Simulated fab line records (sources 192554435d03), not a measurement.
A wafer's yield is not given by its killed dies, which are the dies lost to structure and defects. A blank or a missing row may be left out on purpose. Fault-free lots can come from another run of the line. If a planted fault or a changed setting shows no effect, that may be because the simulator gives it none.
fab line records	flow n5Finfet
record lots=10	wafers=30	lastDay=17
route steps=1938 shown BEOL_M15@1807
lots untouched by any fault: they come from a run of this same line in which no faults occurred
startH: hours from the record's first day to the start of the lot's first wafer shown	waitH: time in hours since the lot's previous step	" the same as in the row above	L1.1+2: a row that stands for several wafers	- either no value or no given start	* or withheld: withheld	< > ~ a bound
route shown NAME@n: NAME is a module with steps in the file, n the number in the route of the first one	usual: the fault-free wafers' mean and standard deviation	same: alike in all rows	chamber/n: place in a boat	sites: per-site readings	_std_site: how widely they spread, as a standard deviation	_edge_site: mean of outer sites minus mean of inner sites	radiusMm: how far each site lies from the wafer's centre	mask NAME#n: copy n	behind: tool/chamber where the wafer was last shaped	hold: why the lot went on hold/how many hours it stayed there/how the hold came to an end	device: names the non-switching transistor (n, p or np)	end of line: at the end of the route, the tests of the same wafers	where a step has no rows: the recipe by itself	killed: the dies lost at the first sort to structure and to defects; this is not the yield of the wafer	map: a wafer's dies, marking killed ones x, the rest . and places with no die _
set.NAME: the run value of the setting; set.NAME@STEP: its run value at that earlier step	model.NAME: the simulator's own value behind a step, which no gauge read
route steps across a sampled set of lots; one table per step, one row per wafer
services: a tool's chamber out of use, with start hour (startH, from the record's first day; less than 0 if before it), hours out, and reason
## steps
# step N5_BEOL_M15_DESCUM_33
# recipe chemistry=O2	timeS=7.9	sourcePowerW=50	biasPowerW=20	pressureMtorr=20	rfFrequencyHz=2.712e+07	tempC=40	o2FlowSccm=225
# usual drypumpMotorCurrentA=5.7/0.51	oesProductAu=0.81/0.079	rfVppV=243.7/1.2	showerheadPlenumPTorr=2.13/0.063	throttleValvePct=20.31/0.25
lot.wafer	tool	chamber	startH	waitH	drypumpMotorCurrentA	oesProductAu	rfHoursCounterH	rfVppV	showerheadPlenumPTorr	throttleValvePct
L822.4	rieDiel-06	1	264.65	0.1	5.9	0.90	34	243.8	2.13	20.15
L822.5	"	1	"	"	5.9	0.89	-	244.5	2.13	20.15
L822.6	"	2	"	"	6.4	0.70	-	241.3	1.98	20.99
L825.1	rieDiel-01	0	284.25	0.0	6.7	0.72	203	244.8	2.16	20.35
L825.4	"	2	"	"	5.4	0.96	3	244.8	2.15	20.29
L825.6	"	3	"	"	5.8	0.81	-	240.6	2.02	20.24
L828.1	rieDiel-06	2	301.50	0.0	6.4	0.69	238	243.3	1.98	21.01
L828.4	"	1	"	"	5.9	0.87	46	243.3	2.13	20.18
L828.5	"	0	"	"	5.0	0.81	-	244.3	2.21	20.35
L830.2	rieDiel-06	0	314.59	0.1	5.0	0.80	92	244.0	2.21	20.31
L830.3	"	2	"	"	6.4	0.68	241	243.6	1.98	21.01
L830.4	"	3	"	"	6.2	0.85	64	242.3	2.12	19.82
L834.3	rieDiel-01	2	336.23	0.0	5.4	0.92	20	243.7	2.14	20.31
L834.4	"	3	"	"	5.7	0.79	112	241.5	2.02	20.27
L834.5	"	2	"	"	5.4	0.91	-	243.4	2.14	20.31
L836.1	rieDiel-01	3	344.73	0.2	5.7	0.80	114	241.4	2.02	20.26
L836.2	"	0	"	"	6.7	0.71	222	242.9	2.15	20.37
L836.4	"	1	"	"	5.0	0.81	87	245.1	2.20	20.35
L838.1	rieDiel-01	3	363.69	0.9	5.7	0.78	120	242.3	2.02	20.28
L838.4	"	1	"	"	5.0	0.80	93	243.9	2.20	20.35
L838.5	"	1	"	"	5.1	0.80	-	244.8	2.20	20.33
L840.2	rieDiel-06	0	386.44	0.0	5.0	0.78	117	244.1	2.20	20.36
L840.4	"	0	"	"	5.0	0.78	-	244.9	2.20	20.37
L840.6	"	3	"	"	6.2	0.83	-	243.0	2.11	19.87
L841.3	rieDiel-03	3	386.75	0.0	5.8	0.83	70	242.8	2.13	20.42
L841.4	"	2	"	"	6.0	0.94	-	243.4	2.15	20.21
L841.5	"	0	"	"	5.3	0.67	-	243.2	2.16	20.27
L842.4	rieDiel-03	0	393.80	0.0	5.3	0.68	245	243.9	2.16	20.27
L842.5	"	3	"	"	5.7	0.82	-	244.8	2.13	20.39
L842.6	"	0	"	"	5.2	0.67	-	243.7	2.16	20.29
# step N5_BEOL_M15_ETCH_61
# recipe chemistry=N2/H2	target=BARC	targetDepthA=890	overetchA=267	timeS=67.9	ionEnergyEv=200	pressureMtorr=30	sourceW=840	biasW=150	n2FlowSccm=200	h2FlowSccm=200
# usual biasW=150.0/0.42	drypumpMotorCurrentA=5.7/0.51	oesProductAu=0.69/0.064	rfVppV=525.2/2.4	showerheadPlenumPTorr=2.59/0.075	throttleValvePct=17.73/0.26
lot.wafer	tool	chamber	startH	waitH	biasW	drypumpMotorCurrentA	oesProductAu	rfHoursCounterH	rfVppV	showerheadPlenumPTorr	throttleValvePct
L822.4	rieDiel-06	1	264.69	0.0	150.2	5.9	0.76	34	523.7	2.58	17.58
L822.5	"	1	"	"	150.1	5.9	0.75	-	524.7	2.58	17.57
L822.6	"	2	"	"	150.1	6.4	0.59	-	519.0	2.40	18.44
L825.1	rieDiel-01	0	284.29	0.0	149.9	6.7	0.63	203	527.1	2.62	17.80
L825.4	"	2	"	"	149.3	5.4	0.81	3	526.2	2.61	17.71
L825.6	"	3	"	"	150.1	5.7	0.68	-	520.8	2.46	17.68
L828.1	rieDiel-06	2	301.54	0.0	159.4	6.4	0.60	238	539.7	2.40	18.48
L828.4	"	1	"	"	150.3	5.9	0.74	46	524.1	2.58	17.62
L828.5	"	0	"	"	150.1	5.0	0.69	-	528.1	2.67	17.58
L830.2	rieDiel-06	0	314.63	0.0	150.0	5.0	0.69	92	527.9	2.67	17.59
L830.3	"	2	"	"	159.4	6.4	0.59	241	541.1	2.40	18.45
L830.4	"	3	"	"	150.2	6.2	0.72	64	524.2	2.58	17.28
L834.3	rieDiel-01	2	336.26	0.0	150.4	5.4	0.78	20	524.9	2.60	17.70
L834.4	"	3	"	"	150.2	5.8	0.67	112	521.0	2.46	17.71
L834.5	"	2	"	"	150.0	5.4	0.77	-	525.4	2.60	17.71
L836.1	rieDiel-01	3	344.76	0.0	150.7	5.7	0.67	114	520.9	2.46	17.72
L836.2	"	0	"	"	150.2	6.7	0.60	222	525.6	2.61	17.85
L836.4	"	1	"	"	150.4	5.0	0.68	87	528.6	2.68	17.77
L838.1	rieDiel-01	3	363.73	0.0	149.9	5.8	0.66	120	521.9	2.45	17.73
L838.4	"	1	"	"	150.1	5.0	0.67	93	527.1	2.68	17.78
L838.5	"	1	"	"	149.9	5.0	0.68	-	527.5	2.68	17.79
L840.2	rieDiel-06	0	386.47	0.0	149.4	5.0	0.66	117	528.1	2.66	17.63
L840.4	"	0	"	"	150.2	5.0	0.67	-	527.8	2.66	17.63
L840.6	"	3	"	"	149.2	6.2	0.70	-	523.3	2.57	17.33
L841.3	rieDiel-03	3	386.79	0.0	149.7	5.7	0.71	70	525.6	2.59	17.86
L841.4	"	2	"	"	150.2	6.0	0.79	-	526.6	2.61	17.63
L841.5	"	0	"	"	150.1	5.3	0.59	-	525.9	2.61	17.71
L842.4	rieDiel-03	0	393.84	0.0	149.7	5.3	0.59	245	525.5	2.61	17.72
L842.5	"	3	"	"	150.3	5.8	0.70	-	526.5	2.58	17.86
L842.6	"	0	"	"	150.1	5.3	0.58	-	523.8	2.61	17.71
# step N5_BEOL_M15_ETCH_38
# recipe chemistry=CF4/N2	target=SiCN	targetDepthA=1064	taperDeg=2	timeS=120.5	ionEnergyEv=150	maskMaterial=SiO2	pressureMtorr=40	sourceW=430	biasW=70	Ar_flow_sccm=100	cf4FlowSccm=60	n2FlowSccm=60
# usual biasW=69.99/0.2	drypumpMotorCurrentA=5.7/0.53	oesProductAu=0.80/0.081	rfVppV=383.1/1.6	showerheadPlenumPTorr=2.25/0.061	throttleValvePct=15.36/0.25
lot.wafer	tool	chamber	startH	waitH	biasW	drypumpMotorCurrentA	oesProductAu	rfHoursCounterH	rfVppV	showerheadPlenumPTorr	throttleValvePct
L822.4	rieDiel-03	1	-	-	70.01	5.9	0.73	216	383.4	2.27	15.59
L822.5	"	2	"	"	70.23	6.0	0.71	-	383.5	2.27	15.58
L822.6	"	3	"	"	69.55	5.7	0.89	-	384.2	2.25	15.26
L825.1	rieDiel-01	0	-	-	70.03	6.7	0.73	204	383.5	2.28	15.47
L825.4	"	2	"	"	70.18	5.4	0.97	4	382.6	2.26	15.22
L825.6	"	2	"	"	69.84	5.4	0.98	-	383.2	2.26	15.21
L828.1	rieDiel-03	0	-	-	69.80	5.3	0.71	214	384.0	2.27	15.23
L828.4	"	2	"	"	69.77	6.0	0.69	236	383.5	2.26	15.59
L828.5	"	1	"	"	70.16	5.9	0.71	-	382.7	2.27	15.63
L830.2	rieDiel-06	3	-	-	70.03	6.2	0.86	64	382.5	2.23	14.91
L830.3	"	0	"	"	70.51	5.0	0.82	93	385.8	2.31	15.29
L830.4	"	1	"	"	70.23	5.9	0.87	50	383.3	2.24	15.17
L834.3	rieDiel-06	1	-	-	70.16	5.9	0.86	57	382.7	2.24	15.19
L834.4	"	0	"	"	69.89	5.0	0.81	100	384.4	2.31	15.30
L834.5	"	0	"	"	69.54	5.0	0.81	-	384.6	2.31	15.31
L836.1	rieDiel-06	0	-	-	69.99	5.0	0.80	103	384.2	2.31	15.32
L836.2	"	1	"	"	70.19	5.9	0.86	61	382.1	2.24	15.21
L836.4	"	3	"	"	69.84	6.2	0.85	-	383.3	2.23	14.95
L838.1	rieDiel-06	0	-	-	70.12	5.0	0.79	111	383.8	2.31	15.33
L838.4	"	0	"	"	69.65	5.0	0.79	-	382.6	2.31	15.33
L838.5	"	1	"	"	70.14	5.9	0.85	-	384.1	2.23	15.20
L840.2	rieDiel-01	1	-	-	69.85	5.0	0.79	99	384.7	2.31	15.42
L840.4	"	0	"	"	70.17	6.7	0.70	234	384.0	2.27	15.52
L840.6	"	1	"	"	69.97	5.0	0.79	-	384.6	2.31	15.39
L841.3	rieDiel-01	3	-	-	70.50	5.7	0.77	127	380.2	2.13	15.33
L841.4	"	2	"	"	69.94	5.4	0.89	35	384.0	2.25	15.27
L841.5	"	1	"	"	69.73	5.0	0.80	-	385.7	2.31	15.42
L842.4	rieDiel-01	2	-	-	70.04	5.4	0.88	36	383.7	2.25	15.28
L842.5	"	2	"	"	70.32	5.4	0.89	-	383.1	2.25	15.26
L842.6	"	1	"	"	70.16	4.9	0.79	-	384.5	2.31	15.41
# step N5_BEOL_M15_DEGAS_41
# recipe ambient=vacuum	tempC=300	timeS=60
# usual heaterPowerW=508/46
lot.wafer	tool	chamber	startH	waitH	heaterPowerW
L822.4	pvdSputter-03	-	269.19	0.5	556
L822.5	"	-	"	"	476
L822.6	"	-	"	"	459
L825.1	pvdSputter-01	-	287.16	0.4	455
L825.4	"	-	"	"	526
L825.6	"	-	"	"	475
L828.1	pvdSputter-03	-	302.43	0.3	493
L828.4	"	-	"	"	489
L828.5	"	-	"	"	498
L830.2	pvdSputter-02	-	315.61	0.4	600
L830.3	"	-	"	"	517
L830.4	"	-	"	"	485
L834.3	pvdSputter-03	-	338.09	0.3	551
L834.4	"	-	"	"	488
L834.5	"	-	"	"	484
L836.1	pvdSputter-01	-	347.10	0.3	509
L836.2	"	-	"	"	474
L836.4	"	-	"	"	573
L838.1	pvdSputter-01	-	366.49	0.7	461
L838.4	"	-	"	"	566
L838.5	"	-	"	"	481
L840.2	pvdSputter-03	-	388.46	0.7	483
L840.4	"	-	"	"	488
L840.6	"	-	"	"	505
L841.3	pvdSputter-01	-	391.41	0.4	517
L841.4	"	-	"	"	466
L841.5	"	-	"	"	465
L842.4	pvdSputter-03	-	394.89	0.3	477
L842.5	"	-	"	"	486
L842.6	"	-	"	"	457
## services
tool	chamber	startH	hours	kind
rieDiel-01	2	252.57	-	clean
rieDiel-01	2	252.57	-	consumableReplace:focusRing
rieDiel-01	2	252.57	22.7	scheduledDown
rieDiel-01	2	252.57	22.7	ventCycle
rieDiel-03	1	262.53	4.8	repair
rieDiel-01	3	277.69	5.4	repair
rieDiel-03	-	328.19	2.8	pm
rieDiel-06	2	340.52	-	clean
rieDiel-06	2	340.52	-	consumableReplace:focusRing
rieDiel-06	2	340.52	-	consumableReplace:showerhead
rieDiel-06	2	340.52	28.2	scheduledDown
rieDiel-06	2	340.52	28.2	ventCycle
rieDiel-06	1	349.71	9.9	repair
rieDiel-03	2	352.94	-	clean
rieDiel-03	2	352.94	-	consumableReplace:esc
rieDiel-03	2	352.94	-	consumableReplace:focusRing
rieDiel-03	2	352.94	19.2	scheduledDown
rieDiel-03	2	352.94	19.2	ventCycle
pvdSputter-01	-	363.97	1.3	repair
pvdSputter-02	-	372.77	2.3	repair
rieDiel-03	1	377.17	-	clean
rieDiel-03	1	377.17	-	consumableReplace:focusRing
rieDiel-03	1	377.17	14.3	scheduledDown
rieDiel-06	2	379.30	9.1	repair
## key
firstSign step=N5_BEOL_M15_ETCH_61	reading=biasW	direction=up	sigmas=23	usual=*	struck=*
effect step=N5_BEOL_M15_ETCH_61	reading=rfVppV	direction=up	sigmas=6.4	usual=525.2	struck=540.4
metAt N5_BEOL_M15_ETCH_61
struckLots L828,L830
struckWafers L828.1,L830.3
notActingAt N5_BEOL_M15_DESCUM_33,N5_BEOL_M15_ETCH_38,N5_BEOL_M15_DEGAS_41
onsetBetween 264.69 301.54
fault kind=processParameterDrift	tool=rieDiel-06	chamber=2	onsetH=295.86	steps=N5_BEOL_M15_ETCH_61	channel=biasW	offset=*	shape=step	endH=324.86	actsIn=*	stated=*
